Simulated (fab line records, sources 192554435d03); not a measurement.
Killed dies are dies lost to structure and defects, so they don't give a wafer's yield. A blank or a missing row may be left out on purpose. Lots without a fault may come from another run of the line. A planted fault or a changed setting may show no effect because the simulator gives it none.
Chamber matching | flow n5_finfet | N5_DUMMY_GATE_ETCH_32 on rie_si-06: 4 sister chambers
The step etches SiO2 in CF4, target depth 3.5 nm, time 3.9 s. 33 wafers are shown with their chamber, then 12 later ones without.

WAFERS WITH THEIR CHAMBER
wafer  | chamber | throttle_valve_pct (%) | oes_product_au (a.u.) | drypump_motor_current_A (A)
L078.1 | 0       | 21.42                  | 0.957                 | 5.5
L078.3 | 1       | 22.05                  | 1.010                 | 5.4
L078.6 | 3       | 21.83                  | 0.981                 | 5.2
L079.3 | 1       | 22.05                  | 1.008                 | 5.5
L079.4 | 3       | 21.81                  | 0.993                 | 5.2
L079.6 | 3       | 21.82                  | 0.988                 | 5.2
L082.1 | 1       | 22.06                  | 1.012                 | 5.5
L082.2 | 2       | 21.45                  | 1.039                 | 5.4
L082.5 | 3       | 21.81                  | 0.987                 | 5.2
L083.1 | 1       | 22.06                  | 1.016                 | 5.4
L083.2 | 2       | 21.45                  | 1.042                 | 5.4
L083.3 | 0       | 21.41                  | 0.967                 | 5.5
L083.4 | 3       | 21.80                  | 0.980                 | 5.2
L083.5 | 3       | 21.83                  | 0.982                 | 5.2
L083.6 | 2       | 21.46                  | 1.047                 | 5.5
L084.2 | 1       | 22.04                  | 1.021                 | 5.5
L084.4 | 3       | 21.80                  | 0.977                 | 5.2
L084.6 | 1       | 22.04                  | 1.012                 | 5.5
L085.1 | 0       | 21.41                  | 0.964                 | 5.6
L085.2 | 1       | 22.04                  | 1.005                 | 5.4
L085.3 | 3       | 21.82                  | 0.976                 | 5.2
L085.4 | 2       | 21.44                  | 1.030                 | 5.4
L085.5 | 3       | 21.80                  | 0.970                 | 5.2
L085.6 | 2       | 21.43                  | 1.037                 | 5.5
L086.3 | 2       | 21.44                  | 1.036                 | 5.5
L086.4 | 1       | 22.04                  | 1.019                 | 5.4
L086.6 | 2       | 21.45                  | 1.033                 | 5.4
L087.1 | 1       | 22.03                  | 1.001                 | 5.4
L087.2 | 2       | 21.46                  | 1.042                 | 5.5
L087.3 | 0       | 21.40                  | 0.978                 | 5.6
L088.1 | 2       | 21.45                  | 1.039                 | 5.5
L088.4 | 0       | 21.40                  | 0.970                 | 5.5
L088.6 | 3       | 21.83                  | 0.974                 | 5.2

SIGNATURES (means of the wafers above)
reading                 | chamber 0 | chamber 1 | chamber 2 | chamber 3 | scatter within a chamber
throttle_valve_pct      | 21.4080   | 22.0456   | 21.4478   | 21.8150   | 0.0107
oes_product_au          | 0.96720   | 1.01156   | 1.03833   | 0.98080   | 0.00649
drypump_motor_current_A | 5.540     | 5.444     | 5.456     | 5.200     | 0.0441
Rule: a wafer's distance from a chamber is the root of the sum, over the readings, of the square of ((its reading less the chamber's mean) divided by the reading's scatter). The wafer belongs to the nearest chamber; if the next one is less than 2 further off, it can't be placed. The scatter: the root of (the sum of the squares of (reading less its chamber's mean) over the shown wafers, divided by (wafers less chambers)).

WAFERS WITHOUT THEIR CHAMBER
wafer  | throttle_valve_pct (%) | oes_product_au (a.u.) | drypump_motor_current_A (A)
L089.1 | 21.81                  | 0.973                 | 5.2
L089.2 | 21.40                  | 0.962                 | 5.5
L089.3 | 21.45                  | 1.037                 | 5.5
L090.3 | 21.41                  | 0.974                 | 5.5
L090.4 | 21.45                  | 1.043                 | 5.5
L090.6 | 21.39                  | 0.978                 | 5.6
L091.2 | 21.39                  | 0.963                 | 5.5
L091.4 | 22.05                  | 1.009                 | 5.5
L091.6 | 21.45                  | 1.031                 | 5.5
L092.4 | 22.05                  | 1.026                 | 5.4
L092.5 | 21.42                  | 0.989                 | 5.5
L092.6 | 21.81                  | 0.981                 | 5.2

WHICH CHAMBER EACH WENT THROUGH
wafer  | from the rows above | in truth
L089.1 | 3                   | 3
L089.2 | 0                   | 0
L089.3 | 2                   | 2
L090.3 | 0                   | 0
L090.4 | 2                   | 2
L090.6 | 0                   | 0
L091.2 | 0                   | 0
L091.4 | 1                   | 1
L091.6 | 2                   | 2
L092.4 | 1                   | 1
L092.5 | 0                   | 0
L092.6 | 3                   | 3
Placed correctly: 12 of 12. Can't be placed from these rows: 0. Placed wrongly: 0.
